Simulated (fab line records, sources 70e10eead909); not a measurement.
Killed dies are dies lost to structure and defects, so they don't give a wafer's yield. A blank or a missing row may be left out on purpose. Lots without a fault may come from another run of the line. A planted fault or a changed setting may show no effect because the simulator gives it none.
Problem report in the 8D (eight disciplines) form, filled by code | flow nand_harc | the parts of the form that need people (team, actions taken, sign-off) are left out

1. THE PROBLEM
killed_at_array at NHARC_END_SORT_01 reads a mean of 672 on 6 wafers of 2 lots; wafers without a fault read 29 with a standard deviation of 11. That is +58 standard deviations from the usual mean.
First seen on wafer L555.2, day 21 13:43, on prober-02. The record holds 21 wafers of 7 lots with a number at this step. Rule for "out", or "out of limits": more than 4 standard deviations from the usual mean. The other wafers with a number count as sound.

2. WHAT IT IS AND WHAT IT IS NOT
question                    | is                           | is not
which readings at this step | killed_at_array, killed_dies | killed_at_other, killed_at_periphery, killed_short
which lots                  | L555, L556                   | L557, L564, L566, L567, L569
which wafers of those lots  | all that have a number       | -
read on which gauges        | prober-01, prober-02         | -
when                        | from day 21 13:43            | up to then (0 sound wafers); but 15 sound wafers of L557, L564, L566, L567, L569 came after

3. SUSPECTS, AND WHAT RULES EACH OUT
Counting: a tool at a process step up to the reading stays a suspect if it ran every lot that is out and no sound lot after the first of them.
- the gauge at NHARC_END_SORT_01: ruled out. The wafers that are out were read on 2 gauges (prober-01, prober-02).
- rie_diel-04 at NHARC_A_STAIRCASE_ETCH_221 (etches the open film in C4F8/O2, target depth 100 nm, time 40.5 s): ruled out as a lasting fault. Sound lots L557, L569 ran on it after its first lot that is out, L555 (day 13 17:13). NHARC_A_STAIRCASE_ETCH_221 gives no start for some lots, so the hours and the order of its lots are those of NHARC_A_STAIRCASE_ETCH_236.
- rie_diel-04 at NHARC_A_STAIRCASE_TRIM_224 (chemistry O2, time 211.2 s): ruled out as a lasting fault. Sound lots L557, L569 ran on it after its first lot that is out, L555 (day 13 17:13). NHARC_A_STAIRCASE_TRIM_224 gives no start for some lots, so the hours and the order of its lots are those of NHARC_A_STAIRCASE_ETCH_236.
- rie_diel-04 at NHARC_A_STAIRCASE_ETCH_227 (etches the open film in C4F8/O2, target depth 100 nm, time 40.5 s): ruled out as a lasting fault. Sound lots L557, L569 ran on it after its first lot that is out, L555 (day 13 17:13). NHARC_A_STAIRCASE_ETCH_227 gives no start for some lots, so the hours and the order of its lots are those of NHARC_A_STAIRCASE_ETCH_236.
- rie_diel-04 at NHARC_A_STAIRCASE_ETCH_236 (etches the open film in C4F8/O2, target depth 100 nm, time 40.5 s): kept. It ran every lot that is out, first L555 (day 13 17:13), and no sound lot after that. Its own readings are out on those wafers: oes_product_au.
Left after counting: rie_diel-04 at NHARC_A_STAIRCASE_ETCH_236.

4. THE CAUSE (what the simulator had put in)
Process parameter drift: rie_diel-04, from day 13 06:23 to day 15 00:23, at NHARC_A_STAIRCASE_ETCH_236. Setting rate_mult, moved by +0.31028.
Counting left only this tool.

5. THE CHAIN OF EFFECTS, in route order
Each row: a reading whose mean over the struck wafers that have a number lies more than 3 standard deviations from the usual. Only readings for which the record gives a usual standard deviation are gone through. hours: the time from each lot's start at the first step in this table that gives one to its start at this step, as a median over the lots. sigmas: the change in usual standard deviations.
hours | step                       | reading         | usual      | on struck wafers | change | sigmas
0     | NHARC_A_STAIRCASE_ETCH_236 | oes_product_au  | 0.943 a.u. | 1.124            | +0.181 | +18
187   | NHARC_END_SORT_01          | killed_at_array | 29         | 672              | +643   | +58
187   | NHARC_END_SORT_01          | killed_dies     | 33         | 676              | +643   | +58
The process steps in it:
- NHARC_A_STAIRCASE_ETCH_236: etches the open film in C4F8/O2, target depth 100 nm, time 40.5 s.

6. WHAT WOULD HAVE CAUGHT IT SOONER
In this record the first reading out of limits at a measuring or inspecting step was taken at day 21 13:43, 199 hours after the fault began at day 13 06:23.
The tool's own readings at NHARC_A_STAIRCASE_ETCH_236 were out on every struck wafer that the step has a row for (oes_product_au): an alarm limit on them would have fired on the first of those.
All the lots that are out (2) had begun NHARC_A_STAIRCASE_ETCH_236 on rie_diel-04 by day 21 13:43. A hold on the tool at that time would have spared none of them.
